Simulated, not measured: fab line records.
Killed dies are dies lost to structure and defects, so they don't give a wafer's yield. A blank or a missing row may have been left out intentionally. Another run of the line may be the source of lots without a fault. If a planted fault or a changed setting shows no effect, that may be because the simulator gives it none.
Chamber matching    flow n5Finfet    cmp-03 running N5_BEOL_M9_CMP_52: 4 sister chambers
The step polishes, stops on SiCOH lowk, t overpolish 7 s, target thk 140 nm. 4 wafers are shown with their chamber, then 7 later ones without.

== WAFERS PAIRED WITH THEIR CHAMBERS ==
wafer   chamber  motorCurrentA (A)
L083.4  3        6.0
L085.2  2        6.7
L090.1  0        7.3
L090.3  1        5.7

== WAFERS WITHOUT THEIR CHAMBER ==
wafer   motorCurrentA (A)
L090.6  6.9
L088.1  5.9
L088.4  5.8
L088.5  6.0
L093.1  5.8
L093.3  6.6
L093.4  5.7

== EACH ONE'S CHAMBER ==
wafer   from the rows above      in truth
L090.6  can't be placed: 2 or 0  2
L088.1  can't be placed: 3 or 1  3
L088.4  can't be placed: 1 or 3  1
L088.5  3                        3
L093.1  can't be placed: 1 or 3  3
L093.3  2                        2
L093.4  1                        1
Placed correctly: 3 of 7. Unplaceable from these rows: 4, with the true chamber sitting among the candidates in 4. Wrongly placed: 0.
How it was worked out, from the rows above alone: a wafer's distance from a chamber is the root of the sum, over the readings, of the square of ((its reading less the chamber's mean) divided by the reading's scatter). The wafer belongs to the nearest chamber; if the next one is less than 2 further off, it can't be placed. The mean given for a chamber averages the wafers shown for that chamber. The scatter: with one shown wafer a chamber, the root of the mean of the squares of how far each hidden wafer lies from its nearest shown one.
